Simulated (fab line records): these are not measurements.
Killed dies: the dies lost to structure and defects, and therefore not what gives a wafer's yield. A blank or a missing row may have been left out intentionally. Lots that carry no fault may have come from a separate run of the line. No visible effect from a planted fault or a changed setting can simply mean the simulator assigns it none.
fab line records	flow n5Finfet
record lots=6	wafers=18	lastDay=17
route steps=1938 shown MIM_TOP_LITHO@1846 MIM_TOP_ETCH@1851 MIM_BOT_LITHO@1854 PASSIVATION@1936
lots that met no fault: taken from a fault-free run of the same line
startH: the number of hours between the record's first day and the start of the first shown wafer of the lot	waitH: hours since the lot's step before	" same as the row above	L1.1+2: several wafers, shown together as one row	- no value, or no start given	* or withheld: withheld	< > ~ a bound
route shown NAME@n: NAME is a module with steps in the file, n the number in the route of the first one	usual: the fault-free wafers' mean and standard deviation	same: alike in all rows	chamber/n: place in a boat	sites: the reading at each site	_std_site: standard deviation across them	_edge_site: outer sites' mean less inner sites'	radiusMm: how far each site lies from the wafer's centre	mask NAME#n: copy n	behind: the last tool/chamber to shape the wafer	hold: what put the lot on hold/how long, in hours/how the hold closed	device: whichever transistor did not switch (one of n, p or np)	end of line: at the end of the route, the tests of the same wafers	step lacking rows: just its recipe	killed: count of dies lost to structure and defects at first sort (not the wafer's yield)	map: dies across one wafer; x = killed, . = not, _ = none there
set.NAME: the setting that was run; set.NAME@STEP: the one run at that earlier step	model.NAME: the simulator's own value behind a step, which no gauge read
lots at selected steps of the route; one table per step, one row per wafer
services: the hour from which a tool's chamber was out of use, counted from the record's first day as startH (under 0 if before that day), plus the number of hours and why
## steps
# step N5_MIM_TOP_LITHO_HARDBAKE_09
# recipe tempC=130	timeS=120
# step N5_MIM_TOP_LITHO_CD_MEAS_08
# recipe targetCdNm=2000	landingEnergyEv=500	detector=seInlens
# usual cdNm=1998.5/1.7
lot.wafer	tool	chamber	startH	waitH	cdNm
L263.2	cdSem-03	0	299.86	-	1998.6
L263.4	"	0	"	"	1998.5
L263.5	"	0	"	"	1997.6
L264.2	cdSem-01	0	306.14	-	1996.4
L264.4	"	0	"	"	1999.7
L264.5	"	0	"	"	2002.6
L267.2	cdSem-02	0	335.50	-	2000.4
L267.3	"	0	"	"	1997.4
L267.5	"	0	"	"	1998.2
L272.2	cdSem-03	0	342.81	-	1996.6
L272.3	"	0	"	"	1998.5
L272.5	"	0	"	"	1997.8
L278.2	cdSem-02	0	388.12	-	1996.7
L278.3	"	0	"	"	1994.6
L278.4	"	0	"	"	1997.9
L279.3	cdSem-01	0	393.05	-	2000.0
L279.4	"	0	"	"	1998.5
L279.5	"	0	"	"	1995.3
# step N5_MIM_TOP_LITHO_OVL_MEAS_11
# recipe pointsPerWafer=44
# usual MIM_TOP_OVL=-2/5.8
lot.wafer	tool	chamber	startH	waitH	MIM_TOP_OVL[nm]
L263.2	overlay-02	0	299.89	0.0	-1
L263.4	"	0	"	"	1
L263.5	"	0	"	"	-14
L264.2	overlay-01	0	306.17	0.0	1
L264.4	"	0	"	"	3
L264.5	"	0	"	"	-7
L267.2	overlay-01	0	335.53	0.0	-4
L267.3	"	0	"	"	3
L267.5	"	0	"	"	8
L272.2	overlay-01	0	342.84	0.0	-10
L272.3	"	0	"	"	-9
L272.5	"	0	"	"	3
L278.2	overlay-02	0	388.15	0.0	-9
L278.3	"	0	"	"	-1
L278.4	"	0	"	"	-6
L279.3	overlay-02	0	393.08	0.0	0
L279.4	"	0	"	"	-2
L279.5	"	0	"	"	3
# step N5_MIM_TOP_LITHO_INSPECT_12
# recipe mode=adi	inspectInstrument=macro
# usual rawDefectCount=2.2/1.7
lot.wafer	tool	chamber	startH	waitH	rawDefectCount
L263.2	defectInspect-01	-	299.91	0.0	2
L263.4	"	-	"	"	1
L263.5	"	-	"	"	1
L264.2	defectInspect-01	-	306.19	0.0	2
L264.4	"	-	"	"	1
L264.5	"	-	"	"	1
L267.2	defectInspect-02	-	335.56	0.0	1
L267.3	"	-	"	"	2
L267.5	"	-	"	"	3
L272.2	defectInspect-02	-	342.87	0.0	2
L272.3	"	-	"	"	1
L272.5	"	-	"	"	0
L278.2	defectInspect-02	-	388.18	0.0	0
L278.3	"	-	"	"	1
L278.4	"	-	"	"	0
L279.3	defectInspect-02	-	393.11	0.0	3
L279.4	"	-	"	"	3
L279.5	"	-	"	"	0
# step N5_MIM_TOP_LITHO_DESCUM_10
# recipe chemistry=O2	timeS=7.9	sourcePowerW=50	biasPowerW=20	pressureMtorr=20	rfFrequencyHz=2.712e+07	tempC=40	o2FlowSccm=225
# usual drypumpMotorCurrentA=5.8/0.4	o2FlowSccm=225.0/0.71	oesProductAu=0.82/0.081	rfVppV=243.2/1.3	showerheadPlenumPTorr=2.09/0.077	throttleValvePct=20.34/0.25
lot.wafer	tool	chamber	startH	waitH	drypumpMotorCurrentA	o2FlowSccm	oesProductAu	rfHoursCounterH	rfVppV	showerheadPlenumPTorr	throttleValvePct
L263.2	rieDiel-05	0	299.95	0.0	5.5	224.7	0.80	92	244.2	2.09	19.79
L263.4	"	0	"	"	5.5	224.8	0.79	-	242.8	2.09	19.79
L263.5	"	1	"	"	5.8	225.1	0.85	-	241.3	2.04	20.43
L264.2	rieDiel-05	1	306.75	0.6	5.8	225.7	0.85	61	243.3	2.04	20.42
L264.4	"	0	"	"	5.5	225.0	0.80	95	243.2	2.09	19.81
L264.5	"	1	"	"	5.8	225.3	0.85	-	242.8	2.04	20.45
L267.2	rieDiel-04	2	335.60	0.0	5.9	224.9	0.87	48	245.3	2.24	20.14
L267.3	"	0	"	"	5.7	225.6	0.86	64	242.2	2.03	20.55
L267.5	"	0	"	"	5.7	224.3	0.86	-	242.1	2.03	20.55
L272.2	rieDiel-05	1	342.90	0.0	5.8	224.9	0.82	76	243.9	2.04	20.46
L272.3	"	0	"	"	5.4	225.0	0.77	109	244.3	2.08	19.81
L272.5	"	2	"	"	5.2	224.7	0.72	-	242.7	2.00	20.19
L278.2	rieDiel-05	1	388.21	0.0	5.8	226.2	0.80	97	240.9	2.03	20.51
L278.3	"	2	"	"	5.2	224.5	0.70	191	241.7	2.00	20.22
L278.4	"	2	"	"	5.2	224.8	0.70	-	240.3	2.00	20.21
L279.3	rieDiel-05	2	393.14	0.0	5.2	224.6	0.70	193	240.6	2.00	20.21
L279.4	"	0	"	"	5.5	224.3	0.77	-	240.9	2.08	19.83
L279.5	"	2	"	"	5.2	223.6	0.70	-	240.5	2.00	20.21
# step N5_MIM_TOP_ETCH_ETCH_00
# recipe chemistry=Cl2/BCl3	target=TiN	targetDepthA=385	ionEnergyEv=150	pressureMtorr=10	icpW=1000	biasW=126	Cl2_flow_sccm=53.25	bcl3FlowSccm=21.75	Ar_flow_sccm=25
# usual drypumpMotorCurrentA=5.7/0.68	mfcArSccm=25.00/0.079	oes_ar_750_au=0.81/0.096	oesProductAu=0.80/0.093	throttleValvePct=22.85/0.16
lot.wafer	tool	chamber	startH	waitH	drypumpMotorCurrentA	mfcArSccm	oes_ar_750_au	oesProductAu	rfHoursCounterH	throttleValvePct
L263.2	rieMetal-02	1	300.03	0.1	6.4	25.06	0.66	0.67	100	22.85
L263.4	"	1	"	"	6.4	25.01	0.67	0.66	-	22.84
L263.5	"	1	"	"	6.4	25.10	0.67	0.67	-	22.85
L264.2	rieMetal-01	1	306.84	0.1	5.9	25.01	0.63	0.64	115	22.76
L264.4	"	0	"	"	5.0	25.16	0.84	0.85	-	22.74
L264.5	"	1	"	"	5.9	25.13	0.63	0.63	-	22.75
L267.2	rieMetal-03	0	335.69	0.1	6.4	24.87	0.86	0.86	23	23.03
L267.3	"	1	"	"	4.8	24.90	0.80	0.78	-	22.89
L267.5	"	1	"	"	4.8	24.99	0.79	0.77	-	22.90
L272.2	rieMetal-01	1	342.99	0.1	5.9	25.12	0.98	0.98	0	22.46
L272.3	"	1	"	"	5.9	25.05	0.98	0.98	-	22.46
L272.5	"	1	"	"	5.9	25.03	0.98	0.99	-	22.45
L278.2	rieMetal-03	1	388.30	0.1	4.8	24.92	0.79	0.75	58	22.92
L278.3	"	1	"	"	4.8	24.91	0.77	0.76	-	22.92
L278.4	"	0	"	"	6.4	25.06	0.84	0.82	-	23.04
L279.3	rieMetal-01	0	393.27	0.1	5.0	24.95	0.81	0.81	-	22.75
L279.4	"	1	"	"	5.9	25.11	0.93	0.93	-	22.45
L279.5	"	1	"	"	5.9	25.03	0.92	0.93	-	22.47
# step N5_MIM_TOP_ETCH_STRIP_01
# recipe chemistry=O2	powerW=600	tempC=60	pressureMtorr=30	rfFrequencyHz=6e+07	biasPowerW=0	overashFraction=0.5	o2FlowSccm=225
# usual drypumpMotorCurrentA=5.8/0.36	o2FlowSccm=224.8/0.69	oesProductAu=0.80/0.083	rfVppV=3.3/1.3	showerheadPlenumPTorr=2.12/0.077	throttleValvePct=16.67/0.19
lot.wafer	tool	chamber	startH	waitH	drypumpMotorCurrentA	o2FlowSccm	oesProductAu	rfHoursCounterH	rfVppV	showerheadPlenumPTorr	throttleValvePct
L263.2	rieDiel-01	2	300.17	0.1	5.6	224.6	0.71	224	3.0	2.16	16.77
L263.4	"	0	"	"	5.1	224.3	0.84	73	5.1	2.01	16.59
L263.5	"	0	"	"	5.1	225.6	0.83	-	1.5	2.01	16.61
L264.2	rieDiel-01	3	306.98	0.1	6.2	226.1	0.78	95	3.1	2.20	16.57
L264.4	"	0	"	"	5.1	225.4	0.84	74	1.0	2.01	16.59
L264.5	"	3	"	"	6.2	225.2	0.78	-	1.4	2.20	16.60
L267.2	rieDiel-02	3	335.83	0.1	5.5	224.9	0.86	42	1.9	2.14	16.61
L267.3	"	2	"	"	6.0	225.2	0.78	125	5.1	2.03	16.57
L267.5	"	0	"	"	5.6	225.2	0.97	-	3.8	2.24	16.20
L272.2	rieDiel-06	2	343.13	0.1	5.9	223.4	0.75	155	4.1	2.17	16.80
L272.3	"	1	"	"	6.0	224.3	0.68	203	4.8	2.19	16.92
L272.5	"	1	"	"	6.0	224.9	0.69	-	4.7	2.19	16.98
L278.2	rieDiel-02	1	388.51	0.2	6.4	225.5	0.84	81	5.0	2.02	16.47
L278.3	"	0	"	"	5.6	224.4	0.90	30	4.4	2.23	16.28
L278.4	"	2	"	"	5.9	225.6	0.76	141	2.9	2.02	16.59
L279.3	rieDiel-06	1	393.37	0.1	6.0	224.5	0.67	219	6.9	2.19	16.88
L279.4	"	2	"	"	5.9	224.1	0.71	170	2.2	2.17	16.80
L279.5	"	2	"	"	5.9	225.9	0.73	-	3.4	2.17	16.82
# step N5_MIM_TOP_ETCH_PECVD_03
# recipe material=SiNx	targetThkA=200	tempC=400	precursor=SiH4/NH3/N2	pressureTorr=1.5	rfW=300	timeS=17.6
# usual heaterPowerW=757/73	showerheadPlenumPTorr=5.15/0.042	throttleValvePct=40.8/1.9
lot.wafer	tool	chamber	startH	waitH	heaterPowerW	showerheadPlenumPTorr	throttleValvePct
L263.2	pecvd-02	2	300.24	-	567	5.15	40.2
L263.4	"	2	"	"	566	5.15	40.3
L263.5	"	0	"	"	822	5.15	42.0
L264.2	pecvd-03	1	307.04	-	874	5.09	38.1
L264.4	"	1	"	"	720	5.08	38.0
L264.5	"	0	"	"	815	5.24	41.5
L267.2	pecvd-02	0	335.90	-	720	5.15	41.7
L267.3	"	1	"	"	719	5.17	42.8
L267.5	"	1	"	"	734	5.16	42.7
L272.2	pecvd-04	1	343.20	-	733	5.13	43.1
L272.3	"	0	"	"	844	5.11	41.7
L272.5	"	1	"	"	725	5.12	43.2
L278.2	pecvd-04	0	388.57	-	844	5.11	41.6
L278.3	"	2	"	"	741	5.15	39.0
L278.4	"	0	"	"	831	5.10	41.8
L279.3	pecvd-03	1	393.43	-	752	5.08	33.6
L279.4	"	0	"	"	754	5.24	42.0
L279.5	"	1	"	"	768	5.07	33.7
# step N5_MIM_BOT_LITHO_HMDS_01
# recipe timeS=60	tempC=120
# step N5_MIM_BOT_LITHO_COAT_02
# recipe spinRpm=*	resistThkNm=*
# step N5_MIM_BOT_LITHO_EBR_04
# recipe solvent=PGMEA	ebrWidthMm=1.5
# step N5_MIM_BOT_LITHO_SOFTBAKE_03
# recipe tempC=100	timeS=90
# step N5_MIM_BOT_LITHO_EXPOSE_05
# recipe maskId=MIM_BOT	na=0.55	sourceShape=conventional	sigmaOuter=0.8	polarization=unpolarized	doseMj=24.25
# usual exposureDoseMJCm2=24.252/0.024
lot.wafer	tool	chamber	startH	waitH	mask	exposureDoseMJCm2
L263.2	krfScanner-01	0	300.55	-	MIM_BOT#0	24.247
L263.4	"	0	"	"	MIM_BOT#0	24.258
L263.5	"	0	"	"	MIM_BOT#0	24.234
L264.2	krfScanner-01	0	307.36	-	MIM_BOT#0	24.265
L264.4	"	0	"	"	MIM_BOT#0	24.248
L264.5	"	0	"	"	MIM_BOT#0	24.231
L267.2	krfScanner-02	0	336.21	-	MIM_BOT#0	24.242
L267.3	"	0	"	"	MIM_BOT#0	24.219
L267.5	"	0	"	"	MIM_BOT#0	24.220
L272.2	krfScanner-01	0	343.38	-	MIM_BOT#0	24.262
L272.3	"	0	"	"	MIM_BOT#0	24.262
L272.5	"	0	"	"	MIM_BOT#0	24.275
L278.2	krfScanner-01	0	388.90	-	MIM_BOT#0	25.001
L278.3	"	0	"	"	MIM_BOT#0	25.002
L278.4	"	0	"	"	MIM_BOT#0	24.971
L279.3	krfScanner-01	0	393.62	-	MIM_BOT#0	24.973
L279.4	"	0	"	"	MIM_BOT#0	24.977
L279.5	"	0	"	"	MIM_BOT#0	24.981
# step N5_MIM_BOT_LITHO_PEB_06
# recipe pebTempC=withheld	pebTimeS=*
# step N5_MIM_BOT_LITHO_DEVELOP_07
# recipe developTimeS=60	rinseLiquid=diw	dry=airSpin	devTempC=21
# step N5_MIM_BOT_LITHO_HARDBAKE_09
# recipe tempC=130	timeS=120
# step N5_MIM_BOT_LITHO_CD_MEAS_08
# recipe targetCdNm=3000	landingEnergyEv=500	detector=seInlens	polarity=opening
# usual cdNm=3001.7/2
lot.wafer	tool	chamber	startH	waitH	cdNm
L263.2	cdSem-01	0	300.72	-	3005.4
L263.4	"	0	"	"	3003.2
L263.5	"	0	"	"	3004.0
L264.2	cdSem-01	0	307.53	-	2998.0
L264.4	"	0	"	"	3000.2
L264.5	"	0	"	"	2997.7
L267.2	cdSem-01	0	336.38	-	3001.8
L267.3	"	0	"	"	3005.6
L267.5	"	0	"	"	3003.3
L272.2	cdSem-03	0	343.55	-	3004.4
L272.3	"	0	"	"	3004.4
L272.5	"	0	"	"	3004.0
L278.2	cdSem-02	0	389.08	-	3008.5
L278.3	"	0	"	"	3006.4
L278.4	"	0	"	"	3007.1
L279.3	cdSem-01	0	393.79	-	3007.1
L279.4	"	0	"	"	3008.2
L279.5	"	0	"	"	3006.3
# step N5_MIM_BOT_LITHO_OVL_MEAS_11
# recipe pointsPerWafer=44
# usual MIM_BOT_OVL=0/4.8
lot.wafer	tool	chamber	startH	waitH	MIM_BOT_OVL[nm]
L263.2	overlay-01	0	300.75	0.0	7
L263.4	"	0	"	"	2
L263.5	"	0	"	"	-6
L264.2	overlay-02	0	307.56	0.0	1
L264.4	"	0	"	"	5
L264.5	"	0	"	"	-1
L267.2	overlay-01	0	336.41	0.0	-2
L267.3	"	0	"	"	-1
L267.5	"	0	"	"	-3
L272.2	overlay-01	0	343.58	0.0	-6
L272.3	"	0	"	"	1
L272.5	"	0	"	"	4
L278.2	overlay-02	0	389.10	0.0	-2
L278.3	"	0	"	"	5
L278.4	"	0	"	"	0
L279.3	overlay-02	0	393.82	0.0	0
L279.4	"	0	"	"	0
L279.5	"	0	"	"	0
# step N5_PASSIVATION_PROBE_49
# usual defectLimitedYield=91.4/1.6	killed_at_M0_to_M3=34/10	killed_at_M4_up=12/4.8	killedAtContacts=11/6.2	killedAtFrontEnd=39/13	killedAtOther=4/3.1	killedDies=101/19	killedOpen=67/14	killedShort=32/8.3	sort_bin_5_function=5.0/1	sort_bin_6_memory=3.2/0.76	sortNPass=1079/19	sortYieldPct=91.4/1.6
# same grossDies=1180	killedAtBackSide=0	sort_bin_4_leakage[%]=0	sort_bin_8_speed[%]=0
lot.wafer	tool	chamber	startH	waitH	defectLimitedYield[%]	killed_at_M0_to_M3	killed_at_M4_up	killedAtContacts	killedAtFrontEnd	killedAtOther	killedDies	killedOpen	killedShort	sort_bin_5_function[%]	sort_bin_6_memory[%]	sortNPass	sortYieldPct[%]
L263.2	prober-01	-	311.31	0.1	91.4	51	7	2	26	15	101	62	39	5.5	2.5	1079	91.4
L263.4	prober-01	-	311.41	0.2	88.8	53	23	7	40	9	132	78	52	6.9	3.8	1048	88.8
L263.5	prober-01	-	311.46	0.2	92.1	42	10	7	29	5	93	46	47	4.1	3.2	1087	92.1
L264.2	prober-01	-	320.99	0.1	91.7	45	6	17	27	3	98	71	26	5.7	2.5	1082	91.7
L264.4	prober-01	-	321.09	0.2	90.5	50	11	22	27	2	112	74	37	5.8	3.4	1068	90.5
L264.5	prober-01	-	321.14	0.2	94.1	15	5	19	26	5	70	52	17	3.1	2.5	1110	94.1
L267.2	prober-01	-	347.38	0.1	91.9	36	12	7	38	3	96	54	41	4.3	3.3	1084	91.9
L267.3	prober-01	-	347.43	0.1	91.6	36	20	10	31	2	99	62	37	5.4	2.7	1081	91.6
L267.5	prober-01	-	347.53	0.2	91.4	39	2	13	43	5	102	56	42	5.4	2.8	1078	91.4
L272.2	prober-02	-	352.39	0.1	94.4	18	7	7	27	7	66	45	18	2.8	2.5	1114	94.4
L272.3	prober-02	-	352.44	0.1	90.2	56	9	14	29	8	116	82	34	6.0	3.6	1064	90.2
L272.5	prober-02	-	352.54	0.2	91.8	27	11	20	34	5	97	62	35	4.6	3.2	1083	91.8
L278.2	prober-02	-	398.51	0.1	93.7	38	11	4	18	3	74	56	17	3.5	2.5	1106	93.7
L278.3	prober-02	-	398.56	0.1	92.3	33	16	8	31	3	91	60	29	4.6	2.9	1089	92.3
L278.4	prober-02	-	398.61	0.2	93.2	34	11	3	26	6	80	57	23	3.9	2.9	1100	93.2
L279.3	prober-01	-	402.53	0.1	90.8	45	13	5	38	8	109	69	40	4.7	4.2	1071	90.8
L279.4	prober-01	-	402.58	0.2	90.9	42	9	8	45	3	107	77	27	5.2	3.6	1073	90.9
L279.5	prober-01	-	402.63	0.2	91.6	39	6	10	42	2	99	57	41	5.8	2.4	1081	91.6
# killed by level:class
L263.2 BEOL_M0_SAQP:geometricParticle:open=18 BEOL_M0_SAQP:geometricParticle:short=14 BEOL_M2:geometricParticle:open=8 FIN_SAQP:geometricParticle:short=5 BEOL_M4:geometricParticle:open=5 STI_FIN_REVEAL:geometricParticle:open=4 DUMMY_GATE:geometricParticle:open=4 GATE_CUT:geometricParticle:short=4
L263.4 BEOL_M0_SAQP:geometricParticle:short=20 BEOL_M0_SAQP:geometricParticle:open=18 BEOL_M4:geometricParticle:open=12 STI_FIN_REVEAL:geometricParticle:open=10 BEOL_M2:geometricParticle:open=8 FIN_SAQP:geometricParticle:short=6 MOL_CONTACT_COAG:geometricParticle:open=6 FIN_SAQP:geometricParticle:open=5
L263.5 BEOL_M0_SAQP:geometricParticle:short=16 BEOL_M0_SAQP:geometricParticle:open=11 STARTING-WAFER:geometricParticle:short=7 GATE_CUT:geometricParticle:short=6 MOL_CONTACT_COAG:geometricParticle:open=6 BEOL_M2:geometricParticle:open=6 FIN_SAQP:geometricParticle:short=5 DUMMY_GATE:geometricParticle:open=4
L264.2 MOL_CONTACT_COAG:geometricParticle:open=13 BEOL_M0_SAQP:geometricParticle:open=10 BEOL_M3:geometricParticle:open=8 FIN_SAQP:geometricParticle:open=7 STI_FIN_REVEAL:geometricParticle:open=6 BEOL_M0:geometricParticle:open=6 BEOL_M1:geometricParticle:open=6 BEOL_M0_SAQP:geometricParticle:short=5
L264.4 MOL_CONTACT_COAG:geometricParticle:open=16 BEOL_M3:geometricParticle:open=12 BEOL_M2:geometricParticle:open=9 BEOL_M1:geometricParticle:open=8 MOL_CONTACT_COAG:geometricParticle:short=6 BEOL_M0_SAQP:geometricParticle:short=6 BEOL_M0_SAQP:geometricParticle:open=5 GATE_CUT:geometricParticle:short=4
L264.5 MOL_CONTACT_COAG:geometricParticle:open=17 DUMMY_GATE:geometricParticle:open=6 FIN_SAQP:geometricParticle:short=5 BEOL_M0:geometricParticle:open=4 DUMMY_GATE:geometricParticle:short=3 GATE_CUT:geometricParticle:open=3 BEOL_M0_SAQP:geometricParticle:open=3 BEOL_M2:geometricParticle:open=3
L267.2 BEOL_M0_SAQP:geometricParticle:open=14 BEOL_M0_SAQP:geometricParticle:short=8 STARTING-WAFER:geometricParticle:short=6 BEOL_M4:geometricParticle:open=5 GATE_CUT:geometricParticle:short=5 BEOL_M1:geometricParticle:short=5 FIN_SAQP:geometricParticle:open=4 FIN_SAQP:geometricParticle:short=4
L267.3 BEOL_M0_SAQP:geometricParticle:open=8 BEOL_M0_SAQP:geometricParticle:short=8 MOL_CONTACT_COAG:geometricParticle:open=7 FIN_SAQP:geometricParticle:open=6 STI_FIN_REVEAL:geometricParticle:open=6 BEOL_M1:geometricParticle:open=6 BEOL_M3:geometricParticle:open=6 BEOL_M4:geometricParticle:open=6
L267.5 FIN_SAQP:geometricParticle:short=8 BEOL_M0_SAQP:geometricParticle:open=8 FIN_SAQP:geometricParticle:open=7 MOL_CONTACT_COAG:geometricParticle:open=7 BEOL_M0_SAQP:geometricParticle:short=7 BEOL_M2:geometricParticle:open=7 BEOL_M3:geometricParticle:open=6 STI_FIN_REVEAL:geometricParticle:open=6
L272.2 FIN_SAQP:geometricParticle:open=7 MOL_CONTACT_COAG:geometricParticle:open=6 BEOL_M3:geometricParticle:open=5 PASS1_CAP:geometricParticle:open=5 FIN_SAQP:geometricParticle:short=4 STI_FIN_REVEAL:geometricParticle:open=4 ILD0:geometricParticle:short=4 BEOL_M1:geometricParticle:open=4
L272.3 BEOL_M2:geometricParticle:open=16 MOL_CONTACT_COAG:geometricParticle:open=13 BEOL_M1:geometricParticle:open=11 BEOL_M3:geometricParticle:open=8 BEOL_M0_SAQP:geometricParticle:short=7 FIN_SAQP:geometricParticle:open=6 FIN_SAQP:geometricParticle:short=5 BEOL_M0_SAQP:geometricParticle:open=5
L272.5 MOL_CONTACT_COAG:geometricParticle:open=11 MOL_CONTACT_COAG:geometricParticle:short=9 BEOL_M1:geometricParticle:open=8 ILD0:geometricParticle:short=5 DUMMY_GATE:geometricParticle:open=5 BEOL_M0_SAQP:geometricParticle:short=5 BEOL_M4:geometricParticle:open=5 STARTING-WAFER:geometricParticle:open=5
L278.2 BEOL_M1:geometricParticle:open=14 BEOL_M2:geometricParticle:open=8 BEOL_M4:geometricParticle:open=8 BEOL_M3:geometricParticle:open=5 MOL_CONTACT_COAG:geometricParticle:open=4 DUMMY_GATE:geometricParticle:open=3 BEOL_M0_SAQP:geometricParticle:short=3 BEOL_M3:geometricParticle:short=3
L278.3 BEOL_M3:geometricParticle:open=10 FIN_SAQP:geometricParticle:short=9 MOL_CONTACT_COAG:geometricParticle:open=7 BEOL_M0_SAQP:geometricParticle:open=5 BEOL_M1:geometricParticle:open=5 FIN_CUT:geometricParticle:open=4 GATE_CUT:geometricParticle:short=4 BEOL_M2:geometricParticle:open=4
L278.4 FIN_SAQP:geometricParticle:open=10 BEOL_M3:geometricParticle:open=7 BEOL_M2:geometricParticle:open=6 BEOL_M2:geometricParticle:short=5 BEOL_M4:geometricParticle:open=5 STI_FIN_REVEAL:geometricParticle:open=4 BEOL_M0:geometricParticle:open=4 BEOL_M1:geometricParticle:open=4
L279.3 BEOL_M1:geometricParticle:open=15 STI_FIN_REVEAL:geometricParticle:open=10 BEOL_M0_SAQP:geometricParticle:short=9 FIN_SAQP:geometricParticle:open=6 BEOL_M0_SAQP:geometricParticle:open=6 FIN_SAQP:geometricParticle:short=5 BEOL_M2:geometricParticle:open=5 BEOL_M4:geometricParticle:open=5
L279.4 STI_FIN_REVEAL:geometricParticle:open=22 BEOL_M1:geometricParticle:open=15 BEOL_M3:geometricParticle:open=8 BEOL_M0_SAQP:geometricParticle:short=7 STARTING-WAFER:geometricParticle:short=6 MOL_CONTACT_COAG:geometricParticle:open=6 BEOL_M0_SAQP:geometricParticle:open=5 BEOL_M4:geometricParticle:open=5
L279.5 BEOL_M0_SAQP:geometricParticle:short=11 MOL_CONTACT_COAG:geometricParticle:open=9 BEOL_M1:geometricParticle:open=9 FIN_SAQP:geometricParticle:short=6 STI_FIN_REVEAL:geometricParticle:open=6 FIN_SAQP:geometricParticle:open=5 STI_FIN_REVEAL:geometricParticle:short=4 DUMMY_GATE:geometricParticle:open=4
## services
tool	chamber	startH	hours	kind
krfScanner-02	-	278.10	1.3	pm
pecvd-02	1	281.80	12.0	repair
rieMetal-02	-	282.64	0.4	repair
krfScanner-01	-	287.97	1.0	pm
rieDiel-01	-	291.01	0.8	repair
rieDiel-04	3	294.36	5.3	repair
rieDiel-05	-	294.65	0.6	repair
krfScanner-01	-	295.25	1.3	repair
pecvd-03	-	295.25	1.3	repair
rieDiel-05	2	295.50	9.8	repair
pecvd-02	-	304.43	2.8	pm
krfScanner-02	-	304.57	0.5	repair
pecvd-04	-	306.98	1.1	repair
rieDiel-06	0	310.84	9.6	repair
rieDiel-05	0	326.20	1.9	repair
rieDiel-05	3	332.91	4.5	repair
rieDiel-02	0	348.61	5.8	repair
rieDiel-05	3	350.53	1.5	repair
rieDiel-05	0	352.21	22.3	repair
rieDiel-01	0	375.74	13.6	repair
pecvd-02	2	383.76	7.0	repair
pecvd-04	-	385.32	0.9	repair
rieDiel-01	2	388.29	8.3	repair
rieDiel-02	3	389.99	6.1	repair
## key
firstSign step=N5_MIM_BOT_LITHO_EXPOSE_05	reading=exposureDoseMJCm2	direction=up	sigmas=30	usual=24.252	struck=24.984
effect step=N5_MIM_BOT_LITHO_CD_MEAS_08	reading=cdNm	direction=up	sigmas=2.9	usual=3001.7	struck=3007.3
metAt N5_MIM_BOT_LITHO_EXPOSE_05
struckWafers L278.2,L278.3,L278.4,L279.3,L279.4,L279.5
onsetBetween 343.38 388.90
fault kind=processParameterDrift	tool=krfScanner-01	chamber=-	onsetH=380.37	steps=N5_MIM_BOT_LITHO_EXPOSE_05	channel=doseMj	offset=0.69915	shape=step	actsIn=theseRecipesOnly	stated=24.25
